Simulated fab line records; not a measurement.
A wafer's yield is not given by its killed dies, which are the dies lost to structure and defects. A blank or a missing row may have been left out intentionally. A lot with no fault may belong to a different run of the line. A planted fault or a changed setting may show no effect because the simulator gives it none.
fab line records	flow n5Finfet
record: lots: 24	wafers: 72	lastDay: 19
route steps=1938 shown FIN_SAQP@116 STI_FIN_REVEAL@189 DUMMY_GATE@219
lots with no fault: from the same line, run without faults
startH: the number of hours between the record's first day and the start of the first shown wafer of the lot	waitH: how many hours have passed since the lot's step before this one	" identical to the entry in the row above	L1.1+2: one row covering several wafers at once	- value missing, or start not given	* or withheld: withheld	< > ~ a bound
route shown NAME@n: a module of which the file shows steps, and the number in the route of the first	usual: mean/standard deviation of fault-free wafers	same: alike in all rows	chamber/n: place in a boat	sites: the reading at each site	_std_site: the values' standard deviation	_edge_site: mean of outer sites minus mean of inner sites	radiusMm: for every site, how far away it sits from the centre of the wafer	mask NAME#n: copy n	behind: the last tool/chamber to shape the wafer	hold: the reason the lot was held/the length of the hold in hours/how it ended	device: which transistor (n, p or np) failed to switch	end of line: the route-end tests of the same wafers	a step without rows: its recipe alone	killed: at the first sort, the dies lost to defects and structure; wafer yield is something else	map: shows each die of a wafer: x if killed, . if not, _ if none is there
set.NAME: setting as actually run; set.NAME@STEP: the setting as run at that earlier step	model.NAME: the simulator's own value behind a step, which no gauge read
a sample of lots followed through the steps of the route, with each step as a table and each wafer as a row
services: the hour from which a tool's chamber was out of use, counted from the record's first day as startH (under 0 if before that day), plus the number of hours and why
== steps ==
step: N5_FIN_SAQP_ETCH_52
recipe: chemistry: N2/H2	target: SOC	targetDepthA: 1000	overetchA: 200	maskMaterial: SiARC	tempC: 40	timeS: 150	ionEnergyEv: 200	pressureMtorr: 30	sourceW: 840	biasW: 150	n2FlowSccm: 200	h2FlowSccm: 200	ends: endPoint
usual: drypumpMotorCurrentA: 5.9/0.5	oesProductAu: 0.71/0.07	rfVppV: 525.1/2.8	showerheadPlenumPTorr: 2.59/0.096	throttleValvePct: 17.82/0.24
lot.wafer	tool	chamber	startH	waitH	drypumpMotorCurrentA	oesProductAu	rfHoursCounterH	rfVppV	showerheadPlenumPTorr	throttleValvePct
L074.2	rieDiel-02	0	21.72	0.0	6.2	0.69	125	529.0	2.66	17.72
L074.3	"	3	"	"	5.8	0.80	40	528.3	2.70	17.90
L074.5	"	0	"	"	6.1	0.69	-	525.3	2.66	17.73
L075.2	rieDiel-03	1	27.71	0.0	6.7	0.70	125	526.7	2.66	17.41
L075.4	"	3	"	"	6.1	0.72	-	524.3	2.56	17.76
L075.6	"	2	"	"	5.8	0.63	-	518.9	2.41	18.40
L076.1	rieDiel-02	1	35.24	0.0	5.0	0.61	243	522.4	2.51	18.16
L076.2	"	0	"	"	6.2	0.68	130	526.2	2.65	17.72
L076.5	"	1	"	"	4.9	0.62	-	522.9	2.51	18.15
L077.2	rieDiel-05	2	40.48	0.0	6.0	0.67	174	526.3	2.64	17.54
L077.4	"	3	"	"	6.4	0.69	-	526.7	2.65	17.82
L077.6	"	0	"	"	5.7	0.72	-	527.6	2.69	18.00
L078.2	rieDiel-03	1	46.66	0.0	6.7	0.71	127	527.5	2.66	17.42
L078.3	"	0	"	"	6.4	0.65	211	527.6	2.62	17.81
L078.5	"	2	"	"	5.8	0.62	-	518.7	2.41	18.42
L079.1	rieDiel-02	0	53.94	0.0	6.2	0.69	139	527.1	2.65	17.76
L079.2	"	3	"	"	5.8	0.78	55	527.6	2.69	17.94
L079.4	"	3	"	"	5.8	0.78	-	527.6	2.69	17.94
L080.3	rieDiel-02	0	57.55	0.0	6.2	0.68	141	527.8	2.65	17.76
L080.5	"	2	"	"	6.1	0.64	-	519.6	2.41	18.09
L080.6	"	0	"	"	6.2	0.68	-	526.8	2.65	17.76
L081.2	rieDiel-05	2	64.29	0.0	5.9	0.66	186	526.5	2.63	17.56
L081.3	"	1	"	"	4.9	0.87	5	522.5	2.49	17.39
L081.5	"	3	"	"	6.4	0.68	-	524.3	2.64	17.84
L082.1	rieDiel-02	2	69.96	0.0	6.1	0.65	214	521.5	2.41	18.09
L082.3	"	0	"	"	6.1	0.67	146	526.1	2.65	17.75
L082.4	"	1	"	"	4.9	0.89	1	521.0	2.51	17.74
L083.1	rieDiel-02	0	75.35	0.0	6.2	0.68	148	527.2	2.65	17.77
L083.3	"	3	"	"	5.8	0.77	63	529.4	2.69	17.96
L083.5	"	3	"	"	5.8	0.77	-	529.1	2.69	17.97
L084.2	rieDiel-05	0	81.88	0.0	5.7	0.69	93	527.0	2.69	18.01
L084.4	"	3	"	"	6.4	0.67	155	527.0	2.64	17.86
L084.6	"	1	"	"	4.9	0.85	-	521.9	2.49	17.41
L085.1	rieDiel-05	2	88.18	0.0	6.0	0.65	196	526.6	2.63	17.58
L085.4	"	0	"	"	5.7	0.70	96	527.0	2.68	18.01
L085.5	"	2	"	"	5.9	0.65	-	526.4	2.63	17.60
L086.1	rieDiel-05	0	93.64	0.0	5.7	0.70	98	526.2	2.68	18.01
L086.3	"	2	"	"	5.9	0.65	198	525.3	2.63	17.59
L086.4	"	1	"	"	4.9	0.83	17	521.8	2.49	17.41
L087.1	rieDiel-05	1	102.58	0.0	4.9	0.82	21	521.0	2.48	17.42
L087.2	"	0	"	"	5.7	0.69	102	528.0	2.68	18.03
L087.5	"	1	"	"	4.9	0.83	-	520.7	2.48	17.41
L088.2	rieDiel-02	2	105.83	0.0	6.0	0.64	225	519.9	2.41	18.11
L088.3	"	1	"	"	5.0	0.83	12	523.3	2.51	17.76
L088.5	"	1	"	"	5.0	0.83	-	523.3	2.51	17.77
L089.2	rieDiel-05	0	112.75	0.0	5.6	0.69	107	527.5	2.68	18.03
L089.3	"	2	"	"	5.9	0.64	204	526.4	2.62	17.60
L089.4	"	3	"	"	6.4	0.66	167	526.5	2.63	17.89
L090.1	rieDiel-03	0	117.42	0.0	6.4	0.63	243	525.5	2.61	17.89
L090.3	"	1	"	"	6.7	0.68	150	526.0	2.65	17.44
L090.6	"	3	"	"	6.2	0.70	-	524.9	2.55	17.78
L091.2	rieDiel-05	1	124.19	0.0	4.9	0.81	28	521.0	2.48	17.42
L091.5	"	0	"	"	5.7	0.69	-	526.9	2.68	18.03
L091.6	"	3	"	"	6.4	0.66	-	526.8	2.63	17.88
L092.1	rieDiel-05	0	130.21	0.0	5.7	0.68	113	527.5	2.68	18.05
L092.5	"	0	"	"	5.7	0.68	-	526.7	2.68	18.01
L092.6	"	3	"	"	6.4	0.66	-	526.3	2.63	17.87
L093.2	rieDiel-03	1	136.63	0.0	6.7	0.68	158	525.7	2.65	17.47
L093.4	"	3	"	"	6.1	0.69	-	526.2	2.54	17.80
L093.6	"	2	"	"	5.8	0.83	-	528.4	2.72	18.00
L094.2	rieDiel-03	3	142.76	0.0	6.2	0.69	140	524.9	2.54	17.81
L094.5	"	1	"	"	6.7	0.68	-	525.9	2.65	17.47
L094.6	"	2	"	"	5.8	0.81	-	528.6	2.72	18.01
L095.2	rieDiel-05	3	148.41	0.0	6.4	0.66	177	527.3	2.63	17.89
L095.5	"	1	"	"	4.9	0.80	-	520.5	2.48	17.45
L095.6	"	0	"	"	5.7	0.68	-	526.0	2.68	18.05
L096.1	rieDiel-02	3	154.00	0.0	5.8	0.74	85	527.8	2.68	18.00
L096.3	"	1	"	"	5.0	0.81	27	521.2	2.50	17.81
L096.4	"	0	"	"	6.2	0.66	173	525.7	2.64	17.80
L097.2	rieDiel-02	0	159.84	0.0	6.1	0.65	176	526.4	2.64	17.81
L097.3	"	3	"	"	5.8	0.75	87	528.5	2.68	17.99
L097.5	"	0	"	"	6.1	0.66	-	526.5	2.63	17.81
step: N5_FIN_SAQP_SPACER1_ALD_24
recipe: material: SiO2	targetThkA: 203	tempC: 300	aldPrecursorFamily: BDEAS	aldCoReactant: O2-plasma	pulseTimeS: 1	purgeTimeS: 2	coReactantPurgeTimeS: 2	aldCycles: 218	pressureTorr: 2
usual: heaterPowerW: 458/51	precursorPulseHeightRel: 0.999/0.019
lot.wafer	tool	chamber	startH	waitH	heaterPowerW	precursorPulseHeightRel
L074.2	aldSin-04	3	22.72	0.3	432	1.041
L074.3	"	2	"	"	493	0.998
L074.5	"	2	"	"	490	1.031
L075.2	aldSin-04	0	28.71	0.3	359	1.013
L075.4	"	2	"	"	490	1.023
L075.6	"	0	"	"	356	0.985
L076.1	aldSin-04	0	36.53	0.3	366	0.975
L076.2	"	2	"	"	494	0.999
L076.5	"	3	"	"	434	0.988
L077.2	aldSin-03	0	41.57	0.3	478	0.991
L077.4	"	1	"	"	490	1.011
L077.6	"	2	"	"	406	1.040
L078.2	aldSin-04	0	48.00	0.4	365	1.025
L078.3	"	3	"	"	431	0.996
L078.5	"	1	"	"	428	1.023
L079.1	aldSin-03	0	54.93	0.3	493	0.972
L079.2	"	3	"	"	513	1.030
L079.4	"	1	"	"	506	1.012
L080.3	aldSin-03	3	58.89	0.2	501	0.972
L080.5	"	0	"	"	490	1.005
L080.6	"	1	"	"	484	0.984
L081.2	aldSin-01	1	65.29	0.3	551	1.015
L081.3	"	3	"	"	533	0.991
L081.5	"	0	"	"	453	0.986
L082.1	aldSin-04	0	70.99	0.3	360	0.986
L082.3	"	3	"	"	425	1.007
L082.4	"	2	"	"	479	0.985
L083.1	aldSin-04	0	76.35	0.3	358	1.023
L083.3	"	1	"	"	440	0.972
L083.5	"	2	"	"	494	1.009
L084.2	aldSin-03	3	82.90	0.3	509	0.987
L084.4	"	1	"	"	494	0.968
L084.6	"	2	"	"	393	0.967
L085.1	aldSin-01	3	90.80	1.7	531	0.989
L085.4	"	2	"	"	450	1.004
L085.5	"	2	"	"	463	0.972
L086.1	aldSin-03	0	96.25	1.9	485	1.010
L086.3	"	1	"	"	498	1.007
L086.4	"	3	"	"	511	0.979
L087.1	aldSin-03	3	103.58	0.3	509	1.031
L087.2	"	0	"	"	485	0.980
L087.5	"	2	"	"	410	0.969
L088.2	aldSin-03	3	107.25	0.7	509	1.018
L088.3	"	2	"	"	399	0.984
L088.5	"	2	"	"	403	1.035
L089.2	aldSin-04	1	114.21	0.7	415	1.003
L089.3	"	0	"	"	371	0.978
L089.4	"	3	"	"	449	1.001
L090.1	aldSin-04	2	118.42	0.3	513	1.003
L090.3	"	3	"	"	426	0.951
L090.6	"	3	"	"	439	0.990
L091.2	aldSin-03	0	125.20	0.3	474	1.000
L091.5	"	2	"	"	404	1.018
L091.6	"	3	"	"	520	0.999
L092.1	aldSin-04	2	131.37	0.3	502	0.965
L092.5	"	1	"	"	418	1.002
L092.6	"	2	"	"	520	1.020
L093.2	aldSin-04	1	137.63	0.3	422	0.992
L093.4	"	2	"	"	513	1.017
L093.6	"	2	"	"	517	0.981
L094.2	aldSin-03	3	143.76	0.3	521	1.018
L094.5	"	2	"	"	409	0.978
L094.6	"	3	"	"	518	0.994
L095.2	aldSin-04	1	149.73	0.3	413	0.987
L095.5	"	2	"	"	516	1.028
L095.6	"	1	"	"	410	1.017
L096.1	aldSin-03	0	155.26	0.5	489	1.008
L096.3	"	3	"	"	507	0.969
L096.4	"	1	"	"	488	0.991
L097.2	aldSin-03	3	161.00	0.4	515	1.006
L097.3	"	1	"	"	487	0.976
L097.5	"	0	"	"	494	1.007
step: N5_FIN_SAQP_ETCH_64
recipe: chemistry: CF4	target: SiO2	targetDepthA: 15	ionEnergyEv: 350	pressureMtorr: 10	icpW: 800	biasW: 400	cf4FlowSccm: 80
usual: drypumpMotorCurrentA: 5.8/0.49	oesProductAu: 1.008/0.021	throttleValvePct: 21.76/0.24
lot.wafer	tool	chamber	startH	waitH	drypumpMotorCurrentA	oesProductAu	rfHoursCounterH	throttleValvePct
L074.2	rieSi-05	0	25.77	0.1	5.3	1.029	202	21.47
L074.3	"	1	"	"	6.0	1.042	98	22.30
L074.5	"	2	"	"	6.8	0.982	-	21.91
L075.2	rieSi-05	3	31.72	0.0	6.1	0.998	37	21.61
L075.4	"	2	"	"	6.7	0.997	0	21.91
L075.6	"	3	"	"	6.1	1.002	-	21.64
L076.1	rieSi-06	3	40.11	0.0	5.6	1.019	157	21.75
L076.2	"	0	"	"	5.1	1.012	65	21.83
L076.5	"	0	"	"	5.1	1.013	-	21.82
L077.2	rieSi-06	2	45.02	0.0	6.1	1.030	43	21.72
L077.4	"	3	"	"	5.6	1.014	157	21.77
L077.6	"	3	"	"	5.6	1.013	-	21.76
L078.2	rieSi-06	2	51.61	0.0	6.2	1.031	43	21.72
L078.3	"	1	"	"	5.3	0.978	104	21.57
L078.5	"	0	"	"	5.1	1.007	-	21.82
L079.1	rieSi-04	2	58.16	0.0	6.4	1.046	108	22.12
L079.2	"	3	"	"	5.4	1.009	139	21.70
L079.4	"	0	"	"	5.9	0.990	22	21.48
L080.3	rieSi-06	2	62.64	0.0	6.1	1.024	43	21.72
L080.5	"	2	"	"	6.2	1.028	-	21.73
L080.6	"	3	"	"	5.6	1.016	-	21.76
L081.2	rieSi-04	1	68.06	0.0	5.7	1.028	39	21.56
L081.3	"	0	"	"	5.8	0.990	23	21.48
L081.5	"	3	"	"	5.4	1.022	-	21.69
L082.1	rieSi-06	3	73.79	0.0	5.6	1.024	158	21.76
L082.3	"	0	"	"	5.1	1.002	66	21.84
L082.4	"	2	"	"	6.2	1.012	43	21.71
L083.1	rieSi-06	2	79.27	0.0	6.1	1.022	44	21.74
L083.3	"	0	"	"	5.1	1.006	66	21.84
L083.5	"	0	"	"	5.1	1.006	-	21.83
L084.2	rieSi-05	1	85.93	0.0	6.0	1.028	99	22.29
L084.4	"	1	"	"	6.0	1.031	-	22.28
L084.6	"	2	"	"	6.7	0.988	-	21.89
L085.1	rieSi-04	3	96.61	0.0	5.4	1.014	140	21.71
L085.4	"	1	"	"	5.8	1.030	39	21.56
L085.5	"	2	"	"	6.4	1.049	-	22.14
L086.1	rieSi-05	3	99.18	0.0	6.1	0.994	38	21.63
L086.3	"	2	"	"	6.7	0.982	1	21.90
L086.4	"	2	"	"	6.7	0.992	-	21.91
L087.1	rieSi-05	3	106.72	0.0	6.1	0.997	38	21.63
L087.2	"	2	"	"	6.8	0.991	2	21.92
L087.5	"	3	"	"	6.1	0.998	-	21.63
L088.2	rieSi-05	3	110.49	0.0	6.1	0.991	38	21.63
L088.3	"	2	"	"	6.7	0.972	2	21.91
L088.5	"	1	"	"	6.0	1.028	-	22.28
L089.2	rieSi-05	1	118.61	0.0	6.0	1.027	99	22.27
L089.3	"	3	"	"	6.1	1.005	38	21.63
L089.4	"	0	"	"	5.3	0.982	0	21.37
L090.1	rieSi-06	0	121.50	0.0	5.1	1.009	67	21.83
L090.3	"	2	"	"	6.1	1.031	44	21.73
L090.6	"	0	"	"	5.1	1.001	-	21.83
L091.2	rieSi-06	0	128.16	0.0	5.1	1.014	67	21.83
L091.5	"	2	"	"	6.1	1.032	-	21.72
L091.6	"	1	"	"	5.4	0.978	-	21.56
L092.1	rieSi-06	2	134.15	0.0	6.1	1.030	44	21.71
L092.5	"	1	"	"	5.4	0.992	-	21.56
L092.6	"	0	"	"	5.1	1.014	-	21.84
L093.2	rieSi-06	3	141.13	0.0	5.6	1.021	159	21.75
L093.4	"	1	"	"	5.4	0.986	106	21.56
L093.6	"	2	"	"	6.2	1.026	-	21.71
L094.2	rieSi-04	3	146.76	0.0	5.4	1.002	141	21.72
L094.5	"	0	"	"	5.9	0.991	-	21.49
L094.6	"	1	"	"	5.7	1.027	-	21.56
L095.2	rieSi-04	0	152.65	0.0	5.9	0.978	24	21.49
L095.5	"	3	"	"	5.4	1.014	-	21.71
L095.6	"	2	"	"	6.4	1.055	-	22.14
L096.1	rieSi-05	0	158.61	0.0	5.3	0.972	1	21.37
L096.3	"	2	"	"	6.7	0.977	3	21.90
L096.4	"	1	"	"	6.0	1.026	100	22.29
L097.2	rieSi-04	3	163.85	0.0	5.4	1.015	141	21.71
L097.3	"	2	"	"	6.4	1.051	110	22.14
L097.5	"	0	"	"	5.9	0.981	-	21.49
step: N5_FIN_SAQP_CD_MEAS_37
recipe: targetCdNm: 8	polarity: line
usual: cdNm: 8.13/0.24
lot.wafer	tool	chamber	startH	waitH	cdNm
L074.2	cdSem-01	-	25.91	0.1	7.92
L074.3	"	-	"	"	8.36
L074.5	"	-	"	"	7.96
L075.2	cdSem-03	-	31.86	0.1	8.54
L075.4	"	-	"	"	8.37
L075.6	"	-	"	"	7.95
L076.1	cdSem-03	-	40.25	0.1	7.84
L076.2	"	-	"	"	8.40
L076.5	"	-	"	"	8.18
L077.2	cdSem-03	-	45.17	0.1	8.20
L077.4	"	-	"	"	8.28
L077.6	"	-	"	"	8.37
L078.2	cdSem-02	-	51.75	0.1	8.26
L078.3	"	-	"	"	8.46
L078.5	"	-	"	"	8.64
L079.1	cdSem-03	-	58.30	0.1	8.08
L079.2	"	-	"	"	8.24
L079.4	"	-	"	"	8.03
L080.3	cdSem-02	-	62.78	0.1	8.24
L080.5	"	-	"	"	8.47
L080.6	"	-	"	"	8.04
L081.2	cdSem-02	-	68.20	0.1	8.60
L081.3	"	-	"	"	8.21
L081.5	"	-	"	"	8.23
L082.1	cdSem-03	-	73.94	0.1	8.49
L082.3	"	-	"	"	7.97
L082.4	"	-	"	"	8.15
L083.1	cdSem-02	-	79.41	0.1	8.17
L083.3	"	-	"	"	8.23
L083.5	"	-	"	"	8.23
L084.2	cdSem-02	-	86.08	0.1	8.33
L084.4	"	-	"	"	8.29
L084.6	"	-	"	"	8.18
L085.1	cdSem-03	-	96.75	0.1	8.09
L085.4	"	-	"	"	8.28
L085.5	"	-	"	"	8.11
L086.1	cdSem-02	-	99.32	0.1	7.92
L086.3	"	-	"	"	8.03
L086.4	"	-	"	"	7.91
L087.1	cdSem-01	-	106.86	0.1	7.83
L087.2	"	-	"	"	7.41
L087.5	"	-	"	"	8.04
L088.2	cdSem-02	-	110.63	0.1	7.87
L088.3	"	-	"	"	8.37
L088.5	"	-	"	"	7.95
L089.2	cdSem-02	-	118.76	0.1	8.62
L089.3	"	-	"	"	7.94
L089.4	"	-	"	"	8.17
L090.1	cdSem-01	-	121.64	0.1	8.01
L090.3	"	-	"	"	8.31
L090.6	"	-	"	"	8.31
L091.2	cdSem-03	-	128.30	0.1	8.16
L091.5	"	-	"	"	8.38
L091.6	"	-	"	"	8.78
L092.1	cdSem-02	-	134.29	0.1	8.29
L092.5	"	-	"	"	8.37
L092.6	"	-	"	"	8.14
L093.2	cdSem-02	-	141.27	0.1	7.84
L093.4	"	-	"	"	7.98
L093.6	"	-	"	"	8.00
L094.2	cdSem-03	-	146.91	0.1	7.90
L094.5	"	-	"	"	8.14
L094.6	"	-	"	"	8.12
L095.2	cdSem-01	-	152.79	0.1	8.20
L095.5	"	-	"	"	8.06
L095.6	"	-	"	"	8.03
L096.1	cdSem-03	-	158.75	0.1	8.29
L096.3	"	-	"	"	8.44
L096.4	"	-	"	"	8.06
L097.2	cdSem-02	-	163.99	0.1	7.96
L097.3	"	-	"	"	7.93
L097.5	"	-	"	"	8.32
step: N5_STI_FIN_REVEAL_DENSIFY_30
recipe: tempC: *	timeS: *	ambient: N2	idleTempC: 600	rampUpCPerS: 150	rampDownCPerS: 60	coolToC: 600
usual: lampPowerPct: 11.53/0.06	wafer_temp_C_max: *
lot.wafer	tool	chamber	startH	waitH	lampPowerPct	wafer_temp_C_max
L074.2	rtpAnneal-02	0	32.88	0.1	11.48	*
L074.3	"	0	"	"	11.52	*
L074.5	"	0	"	"	11.46	*
L075.2	rtpAnneal-01	0	39.16	0.1	11.57	*
L075.4	"	0	"	"	11.58	*
L075.6	"	0	"	"	11.48	*
L076.1	rtpAnneal-01	0	47.95	0.0	11.50	*
L076.2	"	0	"	"	11.61	*
L076.5	"	0	"	"	11.54	*
L077.2	rtpAnneal-02	0	52.97	0.1	11.41	*
L077.4	"	0	"	"	11.52	*
L077.6	"	0	"	"	11.53	*
L078.2	rtpAnneal-02	0	59.55	0.1	11.59	*
L078.3	"	0	"	"	11.45	*
L078.5	"	0	"	"	11.45	*
L079.1	rtpAnneal-02	0	65.89	0.0	11.53	*
L079.2	"	0	"	"	11.53	*
L079.4	"	0	"	"	11.48	*
L080.3	rtpAnneal-02	0	69.81	0.1	11.47	*
L080.5	"	0	"	"	11.68	*
L080.6	"	0	"	"	11.63	*
L081.2	rtpAnneal-01	0	75.34	0.1	11.51	*
L081.3	"	0	"	"	11.60	*
L081.5	"	0	"	"	11.50	*
L082.1	rtpAnneal-02	0	80.86	0.0	11.50	*
L082.3	"	0	"	"	11.63	*
L082.4	"	0	"	"	11.61	*
L083.1	rtpAnneal-02	0	86.61	0.2	11.63	*
L083.3	"	0	"	"	11.49	*
L083.5	"	0	"	"	11.51	*
L084.2	rtpAnneal-02	0	93.12	0.1	11.53	*
L084.4	"	0	"	"	11.55	*
L084.6	"	0	"	"	11.57	*
L085.1	rtpAnneal-01	0	105.80	0.0	11.63	*
L085.4	"	0	"	"	11.61	*
L085.5	"	0	"	"	11.56	*
L086.1	rtpAnneal-02	0	106.98	0.0	11.51	*
L086.3	"	0	"	"	11.51	*
L086.4	"	0	"	"	11.50	*
L087.1	rtpAnneal-02	0	113.97	0.1	11.50	*
L087.2	"	0	"	"	11.55	*
L087.5	"	0	"	"	11.52	*
L088.2	rtpAnneal-02	0	117.58	0.1	11.57	*
L088.3	"	0	"	"	11.48	*
L088.5	"	0	"	"	11.59	*
L089.2	rtpAnneal-02	0	126.16	0.1	11.51	*
L089.3	"	0	"	"	11.45	*
L089.4	"	0	"	"	11.51	*
L090.1	rtpAnneal-02	0	129.18	0.0	11.65	*
L090.3	"	0	"	"	11.38	*
L090.6	"	0	"	"	11.50	*
L091.2	rtpAnneal-01	0	135.57	0.1	11.48	*
L091.5	"	0	"	"	11.54	*
L091.6	"	0	"	"	11.55	*
L092.1	rtpAnneal-02	0	141.25	0.0	11.55	*
L092.5	"	0	"	"	11.62	*
L092.6	"	0	"	"	11.52	*
L093.2	rtpAnneal-02	0	148.21	0.1	11.47	*
L093.4	"	0	"	"	11.60	*
L093.6	"	0	"	"	11.57	*
L094.2	rtpAnneal-01	0	154.38	0.1	11.59	*
L094.5	"	0	"	"	11.45	*
L094.6	"	0	"	"	11.56	*
L095.2	rtpAnneal-02	0	159.78	0.1	11.55	*
L095.5	"	0	"	"	11.49	*
L095.6	"	0	"	"	11.55	*
L096.1	rtpAnneal-02	0	165.90	0.0	11.40	*
L096.3	"	0	"	"	11.57	*
L096.4	"	0	"	"	11.54	*
L097.2	rtpAnneal-02	0	171.21	0.2	11.53	*
L097.3	"	0	"	"	11.52	*
L097.5	"	0	"	"	11.49	*
step: N5_DUMMY_GATE_THK_MEAS_05
usual: thkNm: 72.4/1
lot.wafer	tool	chamber	startH	waitH	thkNm
L074.2	filmMetro-01	-	40.41	0.2	71.4
L074.3	"	-	"	"	70.5
L074.5	"	-	"	"	70.0
L075.2	filmMetro-02	-	46.87	0.1	72.0
L075.4	"	-	"	"	71.7
L075.6	"	-	"	"	72.1
L076.1	filmMetro-01	-	55.49	0.1	71.3
L076.2	"	-	"	"	70.3
L076.5	"	-	"	"	69.9
L077.2	filmMetro-02	-	60.74	0.2	73.9
L077.4	"	-	"	"	73.2
L077.6	"	-	"	"	72.7
L078.2	filmMetro-01	-	67.69	0.2	71.3
L078.3	"	-	"	"	72.3
L078.5	"	-	"	"	72.5
L079.1	filmMetro-02	-	73.58	0.2	73.7
L079.2	"	-	"	"	74.2
L079.4	"	-	"	"	73.1
L080.3	filmMetro-01	-	77.26	0.2	73.5
L080.5	"	-	"	"	72.1
L080.6	"	-	"	"	73.3
L081.2	filmMetro-02	-	83.27	0.2	74.4
L081.3	"	-	"	"	73.1
L081.5	"	-	"	"	75.0
L082.1	filmMetro-02	-	88.97	0.1	73.4
L082.3	"	-	"	"	72.4
L082.4	"	-	"	"	72.9
L083.1	filmMetro-02	-	95.38	0.2	72.7
L083.3	"	-	"	"	72.4
L083.5	"	-	"	"	72.9
L084.2	filmMetro-02	-	100.58	0.1	73.3
L084.4	"	-	"	"	72.4
L084.6	"	-	"	"	73.6
L085.1	filmMetro-02	-	113.35	0.1	70.8
L085.4	"	-	"	"	71.2
L085.5	"	-	"	"	71.5
L086.1	filmMetro-01	-	116.26	0.2	72.7
L086.3	"	-	"	"	72.2
L086.4	"	-	"	"	73.5
L087.1	filmMetro-01	-	122.13	0.2	73.1
L087.2	"	-	"	"	72.6
L087.5	"	-	"	"	72.7
L088.2	filmMetro-01	-	126.92	0.2	71.0
L088.3	"	-	"	"	72.3
L088.5	"	-	"	"	72.8
L089.2	filmMetro-02	-	133.76	0.1	71.9
L089.3	"	-	"	"	71.4
L089.4	"	-	"	"	72.3
L090.1	filmMetro-01	-	138.44	0.1	73.1
L090.3	"	-	"	"	72.2
L090.6	"	-	"	"	73.4
L091.2	filmMetro-02	-	144.81	0.1	73.1
L091.5	"	-	"	"	73.5
L091.6	"	-	"	"	72.6
L092.1	filmMetro-01	-	148.96	0.1	73.5
L092.5	"	-	"	"	74.4
L092.6	"	-	"	"	71.4
L093.2	filmMetro-02	-	156.13	0.2	72.0
L093.4	"	-	"	"	72.0
L093.6	"	-	"	"	73.6
L094.2	filmMetro-01	-	162.17	0.1	72.3
L094.5	"	-	"	"	72.3
L094.6	"	-	"	"	71.6
L095.2	filmMetro-02	-	167.19	0.2	73.2
L095.5	"	-	"	"	71.7
L095.6	"	-	"	"	73.7
L096.1	filmMetro-01	-	173.50	0.1	71.7
L096.3	"	-	"	"	72.5
L096.4	"	-	"	"	72.2
L097.2	filmMetro-01	-	180.33	0.1	72.4
L097.3	"	-	"	"	71.9
L097.5	"	-	"	"	72.0
== services ==
tool	chamber	startH	hours	kind
rieSi-04	-	18.42	8.1	repair
rieSi-05	3	22.38	6.4	repair
rieDiel-03	0	22.63	6.3	repair
rieDiel-05	1	29.22	-	clean
rieDiel-03	-	31.94	14.6	pm
rtpAnneal-02	-	37.27	3.0	pm
rieDiel-03	1	48.64	15.8	repair
rieSi-05	-	64.55	15.6	pm
aldSin-01	2	75.89	7.2	repair
rieSi-06	-	83.31	4.3	pm
aldSin-04	-	87.09	14.0	pm
aldSin-04	0	87.09	14.0	ventCycle
aldSin-04	1	87.09	14.0	ventCycle
aldSin-04	2	87.09	14.0	ventCycle
aldSin-04	3	87.09	14.0	ventCycle
rieDiel-03	-	99.11	2.8	pm
aldSin-04	0	101.09	-	clean
aldSin-04	1	101.09	-	clean
aldSin-04	2	101.09	-	clean
aldSin-04	3	101.09	-	clean
aldSin-01	3	111.50	1.7	repair
aldSin-01	3	118.03	6.7	repair
rieDiel-02	3	127.94	2.0	repair
aldSin-03	2	156.64	36.8	repair
== key ==
fault none
